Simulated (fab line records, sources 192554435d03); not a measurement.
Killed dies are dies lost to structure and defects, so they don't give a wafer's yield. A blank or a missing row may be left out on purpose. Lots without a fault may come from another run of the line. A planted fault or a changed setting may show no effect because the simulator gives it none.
fab line records | flow n5_finfet
record lots=7 wafers=39
route steps=1938 shown BEOL_M3@950 BEOL_M6@1194 BEOL_M8@1332 BEOL_M12@1643
start_h: hours from the record's first day to the start of the lot's first wafer shown | wait_h: hours since the lot's step before | " the same as in the row above | L1.1+2: a row that stands for several wafers | - no value, or no start given | * or withheld: withheld | < > ~ a bound
route shown NAME@n: a module of which the file shows steps, and the number in the route of the first | usual: mean/standard deviation of fault-free wafers | same: alike in all rows | chamber/n: place in a boat | sites: the reading at each site | _std_site: their standard deviation | _edge_site: outer sites' mean less inner sites' | radius_mm: how far each site lies from the wafer's centre | mask NAME#n: copy n | behind: the tool/chamber that last shaped the wafer | hold: why the lot was held/for how many hours/how that ended | device: the transistor (n, p or np) that didn't switch | end of line: the same wafers' tests at the end of the route | a step without rows: its recipe alone | killed: dies lost to structure and defects at the first sort, not the wafer's yield | map: a wafer's dies, x killed, . not, _ none there
set.NAME: the setting as run; set.NAME@STEP: as run at that earlier step | model.NAME: the simulator's own value behind a step, which no gauge read
lots whose settings were changed on purpose; a table a step, a row a wafer
## steps
# step N5_BEOL_M3_ETCH_64
# recipe chemistry=N2/H2 target=SOC target_depth_a=750 overetch_a=150 mask_material=SiARC temp_c=40 time_s=112.5 ion_energy_ev=200 pressure_mtorr=30 source_w=840 bias_w=150 n2_flow_sccm=200 h2_flow_sccm=200
# columns lot.wafer tool chamber start_h wait_h set.time_s model.SiARC_of_BEOL_M3_COAT_62.thk_nm model.BEOL_M3.cd_offset_nm
L075.1 rie_diel-05 1 181.12 0.0 112.5 6.8 -0.2
L075.2 " 0 " " 112.5 7 -0.2
L075.3 " 2 " " 112.5 6.8 0.2
L075.4 " 3 " " 172.6 4 1
L075.5 " 1 " " 172.6 4 0.8
L075.6 " 2 " " 172.6 4 1.4
L079.1 rie_diel-04 1 184.39 0.0 112.5 7 0.2
L079.2 " 3 " " 112.5 6.6 0.2
L079.3 " 2 " " 79.68 8.4 -0.2
L079.4 " 0 " " 79.68 8.6 -0.6
L079.5 " 2 " " 112.5 7 0.4
L079.6 " 3 " " 79.68 8.2 -0.4
L088.1+6 rie_diel-02 3,2 248.22 0.0 168.1 4 1
L088.2 " 0 " " 112.5 7 0
L088.3 " 2 " " 168.1 4.2 1
L088.4 " 3 " " 112.5 6.6 0
L088.5 " 0 " " 112.5 7 -0.2
L089.1 rie_diel-05 0 253.63 0.0 112.5 7 -0.2
L089.2 " 2 " " 155.6 4.8 1
L089.3 " 3 " " 155.6 4.8 0.8
L089.4+5 " 1 " " 112.5 6.8 -0.2
L089.6 " 2 " " 155.6 4.8 1.2
L091.1 rie_diel-05 2 269.56 0.0 112.5 6.8 0.6
L091.4 " 3 " " 112.5 6.8 0
L091.6 " 0 " " 112.5 6.8 -0.2
L094.1 rie_diel-02 1 275.17 0.0 112.5 6.8 0.4
L094.2 " 0 " " 112.5 7 -0.6
L094.3 " 2 " " 112.5 6.6 0
L094.4 " 2 " " 112.5 6.8 0.2
L094.5 " 0 " " 112.5 7 -0.2
L094.6 " 1 " " 112.5 7 0.4
L095.1 rie_diel-04 0 280.52 0.0 141.1 5.8 0.6
L095.2 " 2 " " 141.1 5.4 0.8
L095.3 " 3 " " 112.5 6.6 0
L095.4 " 1 " " 112.5 6.8 0.4
L095.5 " 3 " " 141.1 5.2 0.6
L095.6 " 2 " " 112.5 6.8 0
# step N5_BEOL_M3_STRIP_65
# recipe chemistry=N2/H2 temp_c=40 n2_flow_sccm=200 h2_flow_sccm=200 rf_frequency_hz=6e+07
# step N5_BEOL_M3_STRIP_75
# recipe chemistry=N2/H2 temp_c=40 n2_flow_sccm=200 h2_flow_sccm=200 rf_frequency_hz=6e+07
# step N5_BEOL_M3_STRIP_66
# recipe chemistry=CF4 resist=SiARC power_w=300 bias_power_w=75 pressure_mtorr=50 cf4_flow_sccm=150 rf_frequency_hz=6e+07
# step N5_BEOL_M3_HM_OPEN_17
# recipe chemistry=Cl2/BCl3 target_depth_a=200 overetch_a=60 target=TiN mask_material=SOC ion_energy_ev=150 pressure_mtorr=10 icp_w=1000 bias_w=126 Cl2_flow_sccm=53.25 bcl3_flow_sccm=21.75 Ar_flow_sccm=25
# columns lot.wafer tool chamber start_h wait_h set.time_s@BEOL_M3_ETCH_64 model.etch.depth_nm model.BEOL_M3.cd_offset_nm
L075.1 rie_metal-03 0 181.29 0.0 112.5 19.97 -0.4
L075.2 " 1 " " 112.5 20.15 -0.4
L075.3 " 0 " " 112.5 19.9 0
L075.4 " 1 " " 172.6 14.32 1
L075.5 " 1 " " 172.6 14.16 0.8
L075.6 " 0 " " 172.6 14.27 1.4
L079.1 rie_metal-03 1 184.56 0.0 112.5 19.71 0.2
L079.2 " 0 " " 112.5 20.17 0.2
L079.3 " 1 " " 79.68 19.89 -0.2
L079.4 " 0 " " 79.68 19.94 -0.6
L079.5 " 1 " " 112.5 20.08 0.6
L079.6 " 0 " " 79.68 20.04 -0.2
L088.1 rie_metal-02 0 248.38 0.0 168.1 14.83 1
L088.2 " 1 " " 112.5 20.58 0
L088.3 " 0 " " 168.1 14.97 1
L088.4 " 1 " " 112.5 20.64 0
L088.5 " 0 " " 112.5 20.18 -0.2
L088.6 " 1 " " 168.1 15 1
L089.1 rie_metal-03 1 253.80 0.0 112.5 20.01 0
L089.2 " 0 " " 155.6 16.05 1
L089.3 " 0 " " 155.6 15.58 0.8
L089.4 " 1 " " 112.5 20.19 -0.2
L089.5 " 1 " " 112.5 20.15 0
L089.6 " 0 " " 155.6 15.69 1
L091.1 rie_metal-02 1 269.74 0.0 112.5 20.49 0.6
L091.4 " 1 " " 112.5 20.29 0
L091.6 " 1 " " 112.5 20.56 -0.4
L094.1 rie_metal-02 0 275.34 0.0 112.5 19.85 0.4
L094.2 " 1 " " 112.5 19.76 -0.8
L094.3 " 1 " " 112.5 19.44 0
L094.4 " 0 " " 112.5 19.51 0.2
L094.5 " 0 " " 112.5 19.47 -0.2
L094.6 " 1 " " 112.5 20 0.2
L095.1 rie_metal-03 0 280.68 0.0 141.1 17.4 0.6
L095.2 " 1 " " 141.1 16.97 0.8
L095.3 " 1 " " 112.5 20.16 0
L095.4 " 0 " " 112.5 19.96 0.4
L095.5 " 1 " " 141.1 17.16 0.6
L095.6 " 0 " " 112.5 20.02 0
# step N5_BEOL_M3_STRIP_19
# recipe chemistry=O2 power_w=400 temp_c=40 pressure_mtorr=30 rf_frequency_hz=6e+07 bias_power_w=0 overash_fraction=0.2 o2_flow_sccm=225
# step N5_BEOL_M3_CD_MEAS_18
# recipe pitch_nm=36 target_cd_nm=18
# usual cd_nm=18.0/0.35
# columns lot.wafer tool chamber start_h wait_h set.time_s@BEOL_M3_ETCH_64 cd_nm
L075.1 cd_sem-01 - 181.47 0.0 112.5 18.0
L075.2 " - " " 112.5 17.4
L075.3 " - " " 112.5 18.0
L075.4 " - " " 172.6 19.7
L075.5 " - " " 172.6 19.1
L075.6 " - " " 172.6 19.8
L079.1 cd_sem-01 - 184.81 0.0 112.5 18.0
L079.2 " - " " 112.5 18.2
L079.3 " - " " 79.68 17.9
L079.4 " - " " 79.68 17.5
L079.5 " - " " 112.5 18.7
L079.6 " - " " 79.68 17.9
L088.1 cd_sem-02 - 248.57 0.0 168.1 19.1
L088.2 " - " " 112.5 18.2
L088.3 " - " " 168.1 19.0
L088.4 " - " " 112.5 18.0
L088.5 " - " " 112.5 17.6
L088.6 " - " " 168.1 19.1
L089.1 cd_sem-01 - 253.98 0.0 112.5 18.1
L089.2 " - " " 155.6 18.9
L089.3 " - " " 155.6 19.3
L089.4 " - " " 112.5 18.2
L089.5 " - " " 112.5 18.1
L089.6 " - " " 155.6 19.3
L091.1 cd_sem-02 - 269.92 0.0 112.5 18.7
L091.4 " - " " 112.5 17.9
L091.6 " - " " 112.5 17.7
L094.1 cd_sem-02 - 275.64 0.0 112.5 18.1
L094.2 " - " " 112.5 17.5
L094.3 " - " " 112.5 17.9
L094.4 " - " " 112.5 18.5
L094.5 " - " " 112.5 17.6
L094.6 " - " " 112.5 18.1
L095.1 cd_sem-01 - 280.87 0.0 141.1 18.9
L095.2 " - " " 141.1 19.2
L095.3 " - " " 112.5 18.3
L095.4 " - " " 112.5 18.6
L095.5 " - " " 141.1 18.6
L095.6 " - " " 112.5 18.0
# step N5_BEOL_M6_ILD_DEP_00
# recipe material=SiCOH_lowk target_thk_a=1797.5 temp_c=300 precursor=DEMS/porogen pressure_torr=5 rf_w=500 time_s=33.4
# columns lot.wafer tool chamber start_h wait_h set.time_s model.SiCOH_lowk_of_BEOL_M6_ILD_DEP_00.thk_nm
L075.1 pecvd-02 0 220.19 0.0 33.4 174.8
L075.2 " 1 " " 51.58 270.6
L075.3 " 2 " " 33.4 178.4
L075.4 " 2 " " 51.58 276.2
L075.5 " 0 " " 33.4 179.2
L075.6 " 1 " " 51.58 275.4
L079.1 pecvd-03 0 224.07 0.0 21.64 117
L079.2 " 1 " " 21.64 121.2
L079.3 " 2 " " 21.64 113.4
L079.4 " 2 " " 33.4 179.6
L079.5 " 1 " " 33.4 186
L079.6 " 0 " " 33.4 181.8
L088.1 pecvd-03 1 290.30 0.0 26.58 145.2
L088.2 " 2 " " 33.4 177.2
L088.3 " 0 " " 33.4 178.6
L088.4 " 1 " " 26.58 146.4
L088.5 " 2 " " 33.4 180.2
L088.6 " 0 " " 26.58 143.8
L089.1 pecvd-04 0 291.58 0.0 21.65 119.6
L089.2 " 1 " " 21.65 116.8
L089.3 " 2 " " 21.65 114.6
L089.4 " 2 " " 33.4 181.2
L089.5 " 0 " " 33.4 183
L089.6 " 1 " " 33.4 177.4
L091.1 pecvd-04 1 311.10 0.0 33.4 178.8
L091.4 " 0 " " 33.4 182.8
L091.6 " 1 " " 33.4 178
L094.1+4 pecvd-02 2,0 318.35 0.0 33.4 178
L094.2 " 1 " " 33.4 177.8
L094.3 " 0 " " 33.4 175.2
L094.5 " 2 " " 33.4 179.4
L094.6 " 1 " " 33.4 178.2
L095.1 pecvd-04 2 321.07 0.0 19.96 109.6
L095.2 " 0 " " 33.4 181
L095.3 " 1 " " 19.96 107.4
L095.4 " 0 " " 19.96 113.8
L095.5 " 2 " " 33.4 182.6
L095.6 " 1 " " 33.4 178
# step N5_BEOL_M6_CURE_74
# recipe temp_c=385 time_s=240 ambient=He/Ar material=SiCOH_lowk
# columns lot.wafer tool chamber start_h wait_h set.time_s@BEOL_M6_ILD_DEP_00 model.SiCOH_lowk_of_BEOL_M6_ILD_DEP_00.thk_nm
L075.1 uv_cure-03 2 220.26 0.0 33.4 150.6
L075.2 " 2 " " 51.58 234.6
L075.3 " 2 " " 33.4 153.8
L075.4 " 2 " " 51.58 239.6
L075.5 " 2 " " 33.4 154.6
L075.6 " 2 " " 51.58 238.8
L079.1 uv_cure-02 2 224.14 0.0 21.64 100.6
L079.2 " 2 " " 21.64 104
L079.3 " 2 " " 21.64 97.4
L079.4 " 2 " " 33.4 154.8
L079.5 " 2 " " 33.4 160.4
L079.6 " 2 " " 33.4 156.8
L088.1 uv_cure-01 0 290.37 0.0 26.58 125
L088.2 " 0 " " 33.4 152.8
L088.3 " 0 " " 33.4 154
L088.4 " 0 " " 26.58 126
L088.5 " 0 " " 33.4 155.4
L088.6 " 0 " " 26.58 123.8
L089.1 uv_cure-02 1 291.65 0.0 21.65 102.8
L089.2 " 1 " " 21.65 100.4
L089.3 " 1 " " 21.65 98.6
L089.4 " 1 " " 33.4 156.2
L089.5 " 1 " " 33.4 157.8
L089.6 " 1 " " 33.4 153
L091.1 uv_cure-03 0 311.18 0.1 33.4 154.2
L091.4 " 0 " " 33.4 157.8
L091.6 " 0 " " 33.4 153.6
L094.1+4 uv_cure-01 1 318.42 0.0 33.4 153.4
L094.2 " 1 " " 33.4 153.2
L094.3 " 1 " " 33.4 151
L094.5 " 1 " " 33.4 154.6
L094.6 " 1 " " 33.4 153.8
L095.1 uv_cure-03 1 321.13 0.0 19.96 94.2
L095.2 " 1 " " 33.4 156.2
L095.3 " 1 " " 19.96 92.2
L095.4 " 1 " " 19.96 97.6
L095.5 " 1 " " 33.4 157.6
L095.6 " 1 " " 33.4 153.4
# step N5_BEOL_M6_THK_MEAS_01
# recipe reads=SiCOH_lowk_of_BEOL_M6_ILD_DEP_00
# usual M6_ILD_THK=155.2/2.2
# columns lot.wafer tool chamber start_h wait_h set.time_s@BEOL_M6_ILD_DEP_00 M6_ILD_THK[nm]
L075.1 film_metro-01 - 220.77 0.4 33.4 150.6
L075.2 " - " " 51.58 234.8
L075.3 " - " " 33.4 153.8
L075.4 " - " " 51.58 239.5
L075.5 " - " " 33.4 154.5
L075.6 " - " " 51.58 238.9
L079.1 film_metro-01 - 224.65 0.4 21.64 100.6
L079.2 " - " " 21.64 104.1
L079.3 " - " " 21.64 97.5
L079.4 " - " " 33.4 154.9
L079.5 " - " " 33.4 160.4
L079.6 " - " " 33.4 157.0
L088.1 film_metro-02 - 290.88 0.4 26.58 125.0
L088.2 " - " " 33.4 152.5
L088.3 " - " " 33.4 154.1
L088.4 " - " " 26.58 126.1
L088.5 " - " " 33.4 155.3
L088.6 " - " " 26.58 123.8
L089.1 film_metro-02 - 292.64 0.8 21.65 102.7
L089.2 " - " " 21.65 100.4
L089.3 " - " " 21.65 98.6
L089.4 " - " " 33.4 156.2
L089.5 " - " " 33.4 157.8
L089.6 " - " " 33.4 152.9
L091.1 film_metro-01 - 311.70 0.4 33.4 154.2
L091.4 " - " " 33.4 157.8
L091.6 " - " " 33.4 153.6
L094.1 film_metro-01 - 318.93 0.4 33.4 153.5
L094.2 " - " " 33.4 153.2
L094.3 " - " " 33.4 151.1
L094.4 " - " " 33.4 153.4
L094.5 " - " " 33.4 154.7
L094.6 " - " " 33.4 153.8
L095.1 film_metro-02 - 321.64 0.4 19.96 94.2
L095.2 " - " " 33.4 156.3
L095.3 " - " " 19.96 92.2
L095.4 " - " " 19.96 97.7
L095.5 " - " " 33.4 157.5
L095.6 " - " " 33.4 153.4
# step N5_BEOL_M8_ILD_DEP_00
# recipe material=SiCOH_lowk target_thk_a=1797.5 temp_c=300 precursor=DEMS/porogen pressure_torr=5 rf_w=500 time_s=33.4
# columns lot.wafer tool chamber start_h wait_h set.time_s model.SiCOH_lowk_of_BEOL_M8_ILD_DEP_00.thk_nm
L075.1 pecvd-03 0 239.25 0.0 33.4 177.6
L075.2 " 1 " " 52.34 276.6
L075.3 " 2 " " 33.4 178.4
L075.4 " 2 " " 52.34 282.8
L075.5 " 1 " " 52.34 280.8
L075.6 " 0 " " 33.4 182
L079.1 pecvd-04 2 240.21 0.0 33.4 178.8
L079.2 " 0 " " 33.4 179.6
L079.3 " 1 " " 42.82 224
L079.4 " 2 " " 33.4 181
L079.5 " 0 " " 42.82 228.4
L079.6 " 1 " " 42.82 229.4
L089.1 pecvd-03 1 311.32 0.0 14.81 79.2
L089.2 " 2 " " 33.4 174
L089.3 " 2 " " 14.81 77.4
L089.4 " 1 " " 33.4 176.8
L089.5 " 1 " " 14.81 79.8
L089.6 " 2 " " 33.4 177.4
L088.1 pecvd-03 2 311.90 0.0 33.4 174
L088.2 " 0 " " 16.3 90
L088.3 " 1 " " 16.3 88.6
L088.4 " 0 " " 33.4 180.4
L088.5 " 2 " " 33.4 176.4
L088.6 " 1 " " 16.3 87.2
L091.1 pecvd-04 0 326.69 0.0 33.4 178
L091.4 " 1 " " 33.4 181.8
L091.6 " 2 " " 33.4 182.4
L094.1 pecvd-01 1 336.75 0.0 33.4 178
L094.2 " 2 " " 33.4 181.6
L094.3 " 0 " " 33.4 177.6
L094.4 " 2 " " 33.4 183.8
L094.5 " 1 " " 33.4 181
L094.6 " 0 " " 33.4 180.8
L095.1 pecvd-04 2 340.30 0.0 33.4 181
L095.2 " 0 " " 33.4 178
L095.3 " 1 " " 33.4 179.8
L095.4 " 1 " " 23.31 129.2
L095.5 " 0 " " 23.31 130.6
L095.6 " 2 " " 23.31 133.8
# step N5_BEOL_M8_CURE_74
# recipe temp_c=385 time_s=240 ambient=He/Ar material=SiCOH_lowk
# columns lot.wafer tool chamber start_h wait_h set.time_s@BEOL_M8_ILD_DEP_00 model.SiCOH_lowk_of_BEOL_M8_ILD_DEP_00.thk_nm
L075.1 uv_cure-01 2 239.31 0.0 33.4 153.2
L075.2 " 2 " " 52.34 239.8
L075.3 " 2 " " 33.4 153.8
L075.4 " 2 " " 52.34 245.2
L075.5 " 2 " " 52.34 243.6
L075.6 " 2 " " 33.4 157
L079.1 uv_cure-01 0 241.39 1.2 33.4 154.2
L079.2 " 0 " " 33.4 154.8
L079.3 " 0 " " 42.82 193.6
L079.4 " 0 " " 33.4 156
L079.5 " 0 " " 42.82 197.6
L079.6 " 0 " " 42.82 198.4
L089.1 uv_cure-01 0 311.40 0.1 14.81 67.8
L089.2 " 0 " " 33.4 150
L089.3 " 0 " " 14.81 66.4
L089.4 " 0 " " 33.4 152.4
L089.5 " 0 " " 14.81 68.4
L089.6 " 0 " " 33.4 153
L088.1 uv_cure-02 2 311.97 0.0 33.4 150
L088.2 " 2 " " 16.3 77.2
L088.3 " 2 " " 16.3 76
L088.4 " 2 " " 33.4 155.6
L088.5 " 2 " " 33.4 152.2
L088.6 " 2 " " 16.3 74.8
L091.1 uv_cure-03 0 327.26 0.5 33.4 153.4
L091.4 " 0 " " 33.4 156.8
L091.6 " 0 " " 33.4 157.4
L094.1 uv_cure-03 2 336.99 0.2 33.4 153.4
L094.2 " 2 " " 33.4 156.6
L094.3 " 2 " " 33.4 153
L094.4 " 2 " " 33.4 158.4
L094.5 " 2 " " 33.4 156.2
L094.6 " 2 " " 33.4 155.8
L095.1 uv_cure-01 1 340.36 0.0 33.4 156
L095.2 " 1 " " 33.4 153.4
L095.3 " 1 " " 33.4 155
L095.4 " 1 " " 23.31 111.2
L095.5 " 1 " " 23.31 112.4
L095.6 " 1 " " 23.31 115.2
# step N5_BEOL_M8_THK_MEAS_01
# recipe reads=SiCOH_lowk_of_BEOL_M8_ILD_DEP_00
# usual M8_ILD_THK=155.1/2.2
# columns lot.wafer tool chamber start_h wait_h set.time_s@BEOL_M8_ILD_DEP_00 M8_ILD_THK[nm]
L075.1 film_metro-02 - 239.82 0.4 33.4 153.0
L075.2 " - " " 52.34 239.8
L075.3 " - " " 33.4 153.9
L075.4 " - " " 52.34 245.2
L075.5 " - " " 52.34 243.6
L075.6 " - " " 33.4 157.0
L079.1 film_metro-01 - 241.91 0.4 33.4 154.2
L079.2 " - " " 33.4 154.9
L079.3 " - " " 42.82 193.7
L079.4 " - " " 33.4 156.0
L079.5 " - " " 42.82 197.4
L079.6 " - " " 42.82 198.4
L089.1 film_metro-01 - 311.91 0.4 14.81 67.9
L089.2 " - " " 33.4 149.9
L089.3 " - " " 14.81 66.4
L089.4 " - " " 33.4 152.4
L089.5 " - " " 14.81 68.3
L089.6 " - " " 33.4 153.0
L088.1 film_metro-02 - 312.48 0.4 33.4 149.9
L088.2 " - " " 16.3 77.2
L088.3 " - " " 16.3 75.9
L088.4 " - " " 33.4 155.5
L088.5 " - " " 33.4 152.1
L088.6 " - " " 16.3 74.7
L091.1 film_metro-02 - 327.77 0.4 33.4 153.4
L091.4 " - " " 33.4 156.9
L091.6 " - " " 33.4 157.3
L094.1 film_metro-01 - 337.50 0.4 33.4 153.3
L094.2 " - " " 33.4 156.6
L094.3 " - " " 33.4 153.0
L094.4 " - " " 33.4 158.4
L094.5 " - " " 33.4 156.2
L094.6 " - " " 33.4 155.9
L095.1 film_metro-02 - 340.88 0.4 33.4 155.9
L095.2 " - " " 33.4 153.5
L095.3 " - " " 33.4 155.3
L095.4 " - " " 23.31 111.1
L095.5 " - " " 23.31 112.4
L095.6 " - " " 23.31 115.0
# step N5_BEOL_M12_ETCH_38
# recipe chemistry=CF4/N2 target=SiCN target_depth_a=687 taper_deg=2 time_s=73.4 ion_energy_ev=150 mask_material=SiO2 pressure_mtorr=40 source_w=430 bias_w=70 Ar_flow_sccm=100 cf4_flow_sccm=60 n2_flow_sccm=60
# columns lot.wafer tool chamber start_h wait_h set.time_s model.etch.depth_nm
L075.1+5 rie_diel-06 3,1 275.95 - 73.4 60.29
L075.2 " 0 " " 73.4 59.06
L075.3 " 2 " " 73.4 59.79
L075.4 " 1 " " 73.4 60.35
L075.6 " 2 " " 73.4 60.95
L079.1 rie_diel-06 1 279.10 - 58.9 48.69
L079.2 " 3 " " 73.4 60.3
L079.3 " 2 " " 58.9 48.14
L079.4 " 0 " " 73.4 59.06
L079.5 " 0 " " 58.9 47.38
L079.6 " 1 " " 73.4 60.57
L089.1 rie_diel-06 3 347.37 - 73.4 60.12
L089.2 " 0 " " 73.4 59.22
L089.3 " 1 " " 73.4 60.55
L089.4 " 2 " " 73.4 59.68
L089.5 " 1 " " 73.4 60.08
L089.6 " 0 " " 73.4 58.86
L088.1 rie_diel-03 1 347.91 - 73.4 59.76
L088.2 " 2 " " 30.2 23.65
L088.3 " 0 " " 30.2 23.94
L088.4 " 3 " " 30.2 24
L088.5 " 1 " " 73.4 59.69
L088.6 " 0 " " 73.4 58
L091.1 rie_diel-06 2 366.44 - 73.4 59.89
L091.4 " 1 " " 73.4 59.62
L091.6 " 0 " " 73.4 58.92
L094.1 rie_diel-06 0 370.55 - 88.18 70.5
L094.2+3 " 1,2 " " 73.4 60.19
L094.4 " 3 " " 73.4 59.63
L094.5 " 2 " " 88.18 72.41
L094.6 " 1 " " 88.18 72.6
L095.1 rie_diel-01 0 386.94 - 73.4 60.19
L095.2 " 3 " " 116.4 94.52
L095.3 " 1 " " 73.4 57.1
L095.4 " 2 " " 116.4 89.12
L095.5 " 3 " " 73.4 58.78
L095.6 " 2 " " 116.4 88.43
## key
split step=N5_BEOL_M3_ETCH_64 setting=time_s stated=112.5 by=wafer
response step=N5_BEOL_M3_ETCH_64 reading=model.SiARC_of_BEOL_M3_COAT_62.thk_nm change=-0.0542 per=1% r=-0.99
response step=N5_BEOL_M3_ETCH_64 reading=model.BEOL_M3.cd_offset_nm change=+0.0233 per=1% r=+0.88
response step=N5_BEOL_M3_HM_OPEN_17 reading=model.etch.depth_nm shape=bent at_lowest=19.95 at_stated=20.05 at_highest=14.25
response step=N5_BEOL_M3_HM_OPEN_17 reading=model.BEOL_M3.cd_offset_nm change=+0.0236 per=1% r=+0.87
response step=N5_BEOL_M3_CD_MEAS_18 reading=cd_nm change=+0.0268 per=1% r=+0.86
split step=N5_BEOL_M6_ILD_DEP_00 setting=time_s stated=33.4 by=wafer
response step=N5_BEOL_M6_ILD_DEP_00 reading=model.SiCOH_lowk_of_BEOL_M6_ILD_DEP_00.thk_nm change=+1.78 per=1% r=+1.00
response step=N5_BEOL_M6_CURE_74 reading=model.SiCOH_lowk_of_BEOL_M6_ILD_DEP_00.thk_nm change=+1.55 per=1% r=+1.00
response step=N5_BEOL_M6_THK_MEAS_01 reading=M6_ILD_THK change=+1.55 per=1% r=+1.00
split step=N5_BEOL_M8_ILD_DEP_00 setting=time_s stated=33.4 by=wafer
response step=N5_BEOL_M8_ILD_DEP_00 reading=model.SiCOH_lowk_of_BEOL_M8_ILD_DEP_00.thk_nm change=+1.73 per=1% r=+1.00
response step=N5_BEOL_M8_CURE_74 reading=model.SiCOH_lowk_of_BEOL_M8_ILD_DEP_00.thk_nm change=+1.51 per=1% r=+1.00
response step=N5_BEOL_M8_THK_MEAS_01 reading=M8_ILD_THK change=+1.51 per=1% r=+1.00
split step=N5_BEOL_M12_ETCH_38 setting=time_s stated=73.4 by=wafer
response step=N5_BEOL_M12_ETCH_38 reading=model.etch.depth_nm change=+0.575 per=1% r=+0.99
